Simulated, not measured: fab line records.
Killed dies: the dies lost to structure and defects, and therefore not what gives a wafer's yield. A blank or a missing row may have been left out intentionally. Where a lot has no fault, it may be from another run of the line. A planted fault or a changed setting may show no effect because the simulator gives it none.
Matching of chambers || flow n5 finfet || N5_BEOL_M6_DEP_56 on pecvd-02 has 3 sister chambers
The step deposits SiCN from 3MS/NH3, target thk 10 nm, time 17.5 s. 3 wafers are shown with their chamber, then 9 later ones without.

WAFERS PAIRED WITH THEIR CHAMBERS
{"wafer": "L084.2", "chamber": 2, "throttle valve pct (%)": 9.0}
{"wafer": "L085.2", "chamber": 1, "throttle valve pct (%)": 9.5}
{"wafer": "L085.6", "chamber": 0, "throttle valve pct (%)": 8.5}

WAFERS WITHOUT THEIR CHAMBER
{"wafer": "L090.2", "throttle valve pct (%)": 8.9}
{"wafer": "L090.3", "throttle valve pct (%)": 8.4}
{"wafer": "L090.5", "throttle valve pct (%)": 8.6}
{"wafer": "L094.2", "throttle valve pct (%)": 8.6}
{"wafer": "L094.3", "throttle valve pct (%)": 9.5}
{"wafer": "L094.5", "throttle valve pct (%)": 9.0}
{"wafer": "L096.1", "throttle valve pct (%)": 8.6}
{"wafer": "L096.4", "throttle valve pct (%)": 9.4}
{"wafer": "L096.6", "throttle valve pct (%)": 9.1}

WHICH CHAMBER EACH ONE RAN IN
{"wafer": "L090.2", "from the rows above": 2, "in truth": 2}
{"wafer": "L090.3", "from the rows above": 0, "in truth": 0}
{"wafer": "L090.5", "from the rows above": 0, "in truth": 0}
{"wafer": "L094.2", "from the rows above": 0, "in truth": 0}
{"wafer": "L094.3", "from the rows above": 1, "in truth": 1}
{"wafer": "L094.5", "from the rows above": 2, "in truth": 2}
{"wafer": "L096.1", "from the rows above": 0, "in truth": 0}
{"wafer": "L096.4", "from the rows above": 1, "in truth": 1}
{"wafer": "L096.6", "from the rows above": 2, "in truth": 2}
Correctly placed: 9 of 9. From these rows, 0 cannot be placed. Wrongly placed: 0.
How it was worked out, from the rows above alone: a wafer's distance from a chamber is the root of the sum, over the readings, of the square of ((its reading less the chamber's mean) divided by the reading's scatter). The wafer belongs to the nearest chamber; if the next one is less than 2 further off, it can't be placed. The mean given for a chamber averages the wafers shown for that chamber. The scatter (one wafer shown for each chamber): square how far every hidden wafer sits from the nearest shown wafer, average those squares and take the square root.
